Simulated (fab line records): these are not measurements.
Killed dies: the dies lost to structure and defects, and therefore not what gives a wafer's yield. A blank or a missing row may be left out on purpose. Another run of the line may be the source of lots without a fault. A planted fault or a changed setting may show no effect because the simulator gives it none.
fab line records | flow n5-finfet
[record] lots = 11 wafers = 33 last-day = 18
route steps=1938 shown BEOL_M7@1310 BEOL_M8@1332 PASSIVATION@1936
lots that met no fault: from a run of the same line without faults
start-h: start of the lot's first displayed wafer, in hours after the record's first day | wait-h: hours since the lot's step before | " same as the row above | L1.1+2: a single row standing in for several wafers | - either no value or no given start | * or withheld: withheld | < > ~ a bound
route shown NAME@n: names a module that has steps shown in the file, with the first one's number in the route | usual: mean and standard deviation over wafers with no fault | same: alike in all rows | chamber/n: place in a boat | sites: readings site by site | _std_site: the values' standard deviation | _edge_site: mean of outer sites minus mean of inner sites | radius-mm: how far each site lies from the wafer's centre | mask NAME#n: copy n | behind: the last tool/chamber to shape the wafer | hold: why the lot was held/for how many hours/how that ended | device: whichever transistor did not switch (one of n, p or np) | end of line: tests run on the same wafers once the route is complete | a step with no rows: only its recipe | killed: count of dies lost to structure and defects at first sort (not the wafer's yield) | map: a wafer's dies, marking killed ones x, the rest . and places with no die _
set.NAME: the setting that was run; set.NAME@STEP: the one run at that earlier step | model.NAME: the simulator's own value behind a step, which no gauge read
the route's steps for a sample of lots (tables are steps, rows are wafers)
services: when a tool's chamber went out of use (start-h, in hours from the record's first day, below 0 if earlier), for how many hours, and the reason
[[steps]]
[step N5_BEOL_M7_STRIP_80]
[recipe] chemistry = N2/H2 time-s = 10 power-w = 450 temp-c = 40 pressure-mtorr = 20 rf-frequency-hz = 6e+07 bias-power-w = 7 n2-flow-sccm = 200 h2-flow-sccm = 200
[usual] drypump-motor-current-A = 5.8/0.51 oes-product-au = 0.78/0.07 rf-vpp-V = 59.0/0.8 showerhead-plenum-p-Torr = 2.47/0.05 throttle-valve-pct = 23.70/0.26
// columns lot.wafer tool chamber start-h wait-h drypump-motor-current-A oes-product-au rf-hours-counter-h rf-vpp-V showerhead-plenum-p-Torr throttle-valve-pct
L414.1 rie-diel-06 2 - - 5.8 0.74 183 59.2 2.52 23.67
L414.2 " 3 " " 5.0 0.74 176 58.3 2.42 23.69
L414.4 " 1 " " 5.3 0.70 210 59.8 2.42 23.85
L417.1 rie-diel-06 0 - - 6.2 0.85 61 59.1 2.47 23.37
L417.2 " 3 " " 5.0 0.74 183 58.5 2.42 23.70
L417.6 " 2 " " 5.8 0.73 - 59.2 2.51 23.67
L419.2 rie-diel-06 0 - - 6.3 0.85 65 58.7 2.47 23.39
L419.4 " 1 " " 5.3 0.71 220 59.3 2.42 23.85
L419.5 " 0 " " 6.2 0.85 - 59.4 2.47 23.38
L421.1 rie-diel-06 3 - - 5.0 0.73 192 60.1 2.41 23.70
L421.2 " 1 " " 5.3 0.70 224 58.8 2.41 23.87
L421.6 " 1 " " 5.3 0.71 - 59.0 2.41 23.86
L422.3 rie-diel-03 3 - - 5.0 0.70 229 59.7 2.40 23.68
L422.5 " 2 " " 5.6 0.70 - 57.4 2.51 23.98
L422.6 " 0 " " 6.0 0.87 - 59.4 2.58 23.87
L423.1 rie-diel-06 0 - - 6.2 0.83 77 58.8 2.46 23.40
L423.3 " 3 " " 5.0 0.73 200 59.7 2.41 23.70
L423.5 " 1 " " 5.3 0.71 - 58.6 2.41 23.86
L425.1 rie-diel-01 2 - - 6.1 0.85 47 60.9 2.48 24.14
L425.3 " 3 " " 6.6 0.71 192 59.3 2.53 23.78
L425.4 " 1 " " 5.9 0.83 101 59.4 2.44 23.27
L426.1 rie-diel-01 3 - - 6.6 0.72 194 59.4 2.53 23.79
L426.4 " 2 " " 6.0 0.85 49 58.2 2.48 24.15
L426.5 " 2 " " 6.1 0.85 - 59.5 2.48 24.17
L427.3 rie-diel-03 3 - - 5.0 0.69 240 58.6 2.40 23.69
L427.5 " 3 " " 4.9 0.69 - 59.3 2.40 23.69
L427.6 " 0 " " 6.0 0.86 - 59.2 2.58 23.87
L431.1 rie-diel-01 3 - - 6.7 0.71 201 59.6 2.52 23.79
L431.2 " 1 " " 5.9 0.81 111 58.9 2.43 23.28
L431.4 " 0 " " 6.1 0.85 62 58.9 2.46 23.38
L434.3 rie-diel-01 1 - - 5.9 0.81 118 58.7 2.43 23.29
L434.5 " 1 " " 5.8 0.81 - 58.8 2.43 23.27
L434.6 " 2 " " 6.1 0.83 - 58.3 2.48 24.17
[step N5_BEOL_M8_ILD_DEP_00]
[recipe] material = SiCOH_lowk target-thk-a = 1797.5 temp-c = 300 precursor = DEMS/porogen pressure-torr = 5 rf-w = 500 time-s = 33.4
[usual] heater-power-outer-w = 127/30 heater-power-w = 289/49 showerhead-plenum-p-Torr = 5.742/0.018 throttle-valve-pct = 13.9/0.38
// columns lot.wafer tool chamber start-h wait-h heater-power-outer-w heater-power-w showerhead-plenum-p-Torr throttle-valve-pct
L414.1 pecvd-04 2 198.51 0.0 134 325 5.729 13.7
L414.2 " 0 " " 97 269 5.756 13.5
L414.4 " 2 " " 141 321 5.723 13.9
L417.1 pecvd-04 1 230.10 0.0 129 311 5.756 13.8
L417.2 " 2 " " 96 261 5.714 13.9
L417.6 " 2 " " 99 280 5.718 13.7
L419.2 pecvd-04 1 240.34 0.0 139 330 5.735 13.7
L419.4 " 2 " " 150 335 5.721 13.8
L419.5 " 0 " " 101 271 5.753 13.5
L421.1 pecvd-04 2 248.45 0.0 147 325 5.728 14.0
L421.2 " 1 " " 100 278 5.751 13.9
L421.6 " 1 " " 108 287 5.742 13.6
L422.3 pecvd-03 0 256.05 0.0 135 292 5.767 14.3
L422.5 " 2 " " 96 209 5.704 13.3
L422.6 " 0 " " 137 296 5.770 14.2
L423.1 pecvd-03 0 267.13 0.0 135 295 5.768 14.1
L423.3 " 2 " " 66 162 5.716 13.3
L423.5 " 1 " " 153 309 5.747 14.1
L425.1 pecvd-04 0 289.45 0.0 100 272 5.749 13.7
L425.3 " 1 " " 110 292 5.739 13.7
L425.4 " 1 " " 110 300 5.734 13.6
L426.1 pecvd-01 0 292.10 0.0 89 208 5.772 13.9
L426.4 " 0 " " 93 223 5.736 13.5
L426.5 " 1 " " 157 343 5.736 14.7
L427.3 pecvd-03 2 307.11 0.0 104 219 5.717 13.5
L427.5 " 2 " " 106 214 5.710 13.5
L427.6 " 1 " " 151 321 5.747 14.2
L431.1 pecvd-03 2 316.75 0.0 96 200 5.717 13.3
L431.2 " 1 " " 163 327 5.745 14.3
L431.4 " 2 " " 96 204 5.715 13.3
L434.3 pecvd-03 1 336.61 0.0 176 354 5.734 14.1
L434.5 " 1 " " 180 352 5.746 14.4
L434.6 " 0 " " 123 286 5.782 14.0
[step N5_BEOL_M8_HM_DEP_02]
[recipe] material = TiN target-thk-a = 200 temp-c = 25 chamber-pressure-pa = 0.49996
[usual] throttle-valve-pct = 29.5/1
// columns lot.wafer tool chamber start-h wait-h throttle-valve-pct
L414.1 pvd-sputter-02 - 199.75 0.6 31.2
L414.2 " - " " 29.5
L414.4 " - " " 30.1
L417.1 pvd-sputter-02 - 231.52 0.8 30.0
L417.2 " - " " 30.9
L417.6 " - " " 30.2
L419.2 pvd-sputter-02 - 242.50 1.5 29.4
L419.4 " - " " 31.3
L419.5 " - " " 30.2
L421.1 pvd-sputter-01 - 250.40 1.3 30.4
L421.2 " - " " 29.1
L421.6 " - " " 29.2
L422.3 pvd-sputter-03 - 258.09 0.9 28.6
L422.5 " - " " 28.7
L422.6 " - " " 28.4
L423.1 pvd-sputter-01 - 268.31 0.6 30.4
L423.3 " - " " 28.1
L423.5 " - " " 30.6
L425.1 pvd-sputter-03 - 290.12 0.0 28.5
L425.3 " - " " 31.1
L425.4 " - " " 28.3
L426.1 pvd-sputter-03 - 292.91 0.2 28.5
L426.4 " - " " 28.5
L426.5 " - " " 30.8
L427.3 pvd-sputter-01 - 308.09 0.4 29.0
L427.5 " - " " 30.4
L427.6 " - " " 29.2
L431.1 pvd-sputter-03 - 318.35 1.0 28.7
L431.2 " - " " 30.8
L431.4 " - " " 28.7
L434.3 pvd-sputter-02 - 339.53 2.3 30.2
L434.5 " - " " 30.3
L434.6 " - " " 29.9
[step N5_BEOL_M8_COAT_59]
[recipe] resist = SOC temp-c = 250 time-s = 60 spin-rpm = 1500 resist-thk-nm = 100
[usual] spin-speed-rpm = 1500.0/0.93
// columns lot.wafer tool chamber start-h wait-h spin-speed-rpm
L414.1 litho-track-03 0 199.88 0.1 1500.2
L414.2 " 0 " " 1500.5
L414.4 " 0 " " 1500.1
L417.1 litho-track-02 0 231.64 0.1 1499.8
L417.2 " 0 " " 1500.9
L417.6 " 0 " " 1499.9
L419.2 litho-track-03 0 242.62 0.1 1500.7
L419.4 " 0 " " 1501.3
L419.5 " 0 " " 1501.3
L421.1 litho-track-03 0 250.53 0.1 1499.8
L421.2 " 0 " " 1499.7
L421.6 " 0 " " 1500.4
L422.3 litho-track-05 0 258.23 0.1 1499.3
L422.5 " 0 " " 1498.7
L422.6 " 0 " " 1500.7
L423.1 litho-track-02 0 268.44 0.1 1499.6
L423.3 " 0 " " 1499.7
L423.5 " 0 " " 1500.9
L425.1 litho-track-03 0 290.24 0.1 1499.6
L425.3 " 0 " " 1499.5
L425.4 " 0 " " 1497.7
L426.1 litho-track-05 0 293.04 0.1 1501.8
L426.4 " 0 " " 1499.8
L426.5 " 0 " " 1501.2
L427.3 litho-track-02 0 308.22 0.1 1501.1
L427.5 " 0 " " 1499.9
L427.6 " 0 " " 1500.1
L431.1 litho-track-02 0 318.48 0.1 1454.4
L431.2 " 0 " " 1453.6
L431.4 " 0 " " 1453.8
L434.3 litho-track-02 0 339.66 0.1 1455.7
L434.5 " 0 " " 1455.9
L434.6 " 0 " " 1455.5
[step N5_PASSIVATION_PROBE_49]
[usual] defect-limited-yield = 91.0/1.5 killed_at_M0_to_M3 = 34/9.1 killed_at_M4_up = 14/5.7 killed-at-contacts = 13/5.7 killed-at-front-end = 42/12 killed-at-other = 4/3.4 killed-dies = 106/17 killed-open = 70/13 killed-short = 34/7.5 sort_bin_5_function = 5.2/0.94 sort_bin_6_memory = 3.4/0.69 sort-n-pass = 1074/17 sort-yield-pct = 91.0/1.5
[same] gross-dies = 1180 killed-at-back-side = 0 sort_bin_4_leakage[%] = 0 sort_bin_8_speed[%] = 0
// columns lot.wafer tool chamber start-h wait-h defect-limited-yield[%] killed_at_M0_to_M3 killed_at_M4_up killed-at-contacts killed-at-front-end killed-at-other killed-dies killed-open killed-short sort_bin_5_function[%] sort_bin_6_memory[%] sort-n-pass sort-yield-pct[%]
L423.1 prober-01 - 333.81 0.0 92.4 39 5 13 29 4 90 57 31 5.3 2.1 1090 92.4
L423.3 prober-01 - 333.91 0.1 91.4 40 7 13 38 3 101 65 35 5.3 3.1 1079 91.4
L423.5 prober-01 - 334.01 0.2 90.0 19 4 27 53 15 118 77 39 5.4 4.2 1062 90.0
L431.1 prober-01 - 391.70 0.0 87.5 62 19 8 53 6 148 80 41 7.0 5.2 1032 87.5
L431.2 prober-01 - 391.75 0.1 88.5 45 13 5 70 3 136 84 26 7.3 4.2 1044 88.5
L431.4 prober-01 - 391.85 0.2 89.1 44 22 5 53 5 129 74 36 6.5 3.9 1051 89.1
// killed by level:class
L423.1 BEOL_M1:geometric-particle:open=13 MOL_CONTACT_COAG:geometric-particle:open=12 BEOL_M0_SAQP:geometric-particle:open=6 GATE_CUT:geometric-particle:short=5 BEOL_M0_SAQP:geometric-particle:short=5 BEOL_M1:geometric-particle:short=5 FIN_SAQP:geometric-particle:open=4 DUMMY_GATE:geometric-particle:open=4
L423.3 BEOL_M0_SAQP:geometric-particle:short=14 MOL_CONTACT_COAG:geometric-particle:open=11 STI_FIN_REVEAL:geometric-particle:open=8 BEOL_M0_SAQP:geometric-particle:open=8 BEOL_M1:geometric-particle:open=6 BEOL_M1:geometric-particle:short=5 BEOL_M2:geometric-particle:open=5 DUMMY_GATE:geometric-particle:open=4
L423.5 MOL_CONTACT_COAG:geometric-particle:open=18 STI_FIN_REVEAL:geometric-particle:open=15 FIN_SAQP:geometric-particle:open=11 MOL_CONTACT_COAG:geometric-particle:short=9 BEOL_M0_SAQP:geometric-particle:open=8 MIM_TOP_ETCH:geometric-particle:short=5 FIN_SAQP:geometric-particle:short=4 DUMMY_GATE:geometric-particle:open=4
L431.1 BEOL_M0:interface-void-opened=24 BEOL_M3:geometric-particle:open=13 DUMMY_GATE:geometric-particle:open=12 BEOL_M4:geometric-particle:open=11 FIN_SAQP:geometric-particle:short=9 BEOL_M0_SAQP:geometric-particle:short=9 STI_FIN_REVEAL:geometric-particle:open=8 BEOL_M0_SAQP:geometric-particle:open=7
L431.2 BEOL_M0:interface-void-opened=25 DUMMY_GATE:geometric-particle:open=18 STI_FIN_REVEAL:geometric-particle:open=17 FIN_SAQP:geometric-particle:open=16 BEOL_M4:geometric-particle:open=10 BEOL_M0_SAQP:geometric-particle:open=6 BEOL_M0_SAQP:geometric-particle:short=6 GATE_CUT:geometric-particle:open=5
L431.4 BEOL_M0:interface-void-opened=18 FIN_SAQP:geometric-particle:open=13 BEOL_M4:geometric-particle:open=11 FIN_SAQP:geometric-particle:short=9 STI_FIN_REVEAL:geometric-particle:open=8 DUMMY_GATE:geometric-particle:open=6 GATE_CUT:geometric-particle:short=6 MOL_CONTACT_COAG:geometric-particle:open=5
[[services]]
// columns tool chamber start-h hours kind
rie-diel-06 - 193.26 2.8 pm
pecvd-03 2 207.63 5.5 scheduled-down
litho-track-05 - 212.85 - consumable-replace:filter
rie-diel-06 1 217.57 10.0 repair
pecvd-04 1 220.31 5.5 scheduled-down
rie-diel-03 3 222.21 10.9 repair
litho-track-03 - 233.41 - consumable-replace:filter
litho-track-03 - 234.05 - consumable-replace:filter
rie-diel-03 1 238.81 - clean
rie-diel-03 1 238.81 - consumable-replace:focus-ring
rie-diel-03 1 238.81 25.4 scheduled-down
rie-diel-03 1 238.81 25.4 vent-cycle
rie-diel-03 - 252.59 14.6 pm
pecvd-03 - 261.81 1.5 repair
pecvd-01 2 269.11 12.2 repair
rie-diel-03 2 270.09 9.5 repair
rie-diel-06 - 278.78 15.6 pm
pecvd-01 2 327.12 5.4 repair
rie-diel-03 3 335.42 - clean
rie-diel-06 1 335.87 - clean
rie-diel-06 1 335.87 - consumable-replace:focus-ring
rie-diel-06 1 335.87 - consumable-replace:showerhead
rie-diel-06 1 335.87 25.9 scheduled-down
rie-diel-06 1 335.87 25.9 vent-cycle
[[key]]
[first-sign] step = N5_BEOL_M8_COAT_59 reading = spin-speed-rpm direction = down sigmas = 48 usual = * struck = *
effect none on later readings
met-at N5_BEOL_M8_COAT_59
struck-lots L431,L434
not-acting-at N5_BEOL_M7_STRIP_80,N5_BEOL_M8_ILD_DEP_00,N5_BEOL_M8_HM_DEP_02
onset-between 308.22 318.48
[earlier-fault] kind = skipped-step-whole tool = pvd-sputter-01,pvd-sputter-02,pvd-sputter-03 chamber = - onset-h = 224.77 steps = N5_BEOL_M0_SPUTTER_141 scope = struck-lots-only
[earlier-fault] kind = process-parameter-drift tool = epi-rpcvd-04 chamber = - onset-h = 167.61 steps = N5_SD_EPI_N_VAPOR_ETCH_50 channel = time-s offset = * shape = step acts-in = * stated = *
[fault] kind = process-parameter-drift tool = litho-track-02 chamber = - onset-h = 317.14 steps = N5_BEOL_M8_COAT_59 channel = spin-rpm offset = * shape = step acts-in = * stated = *
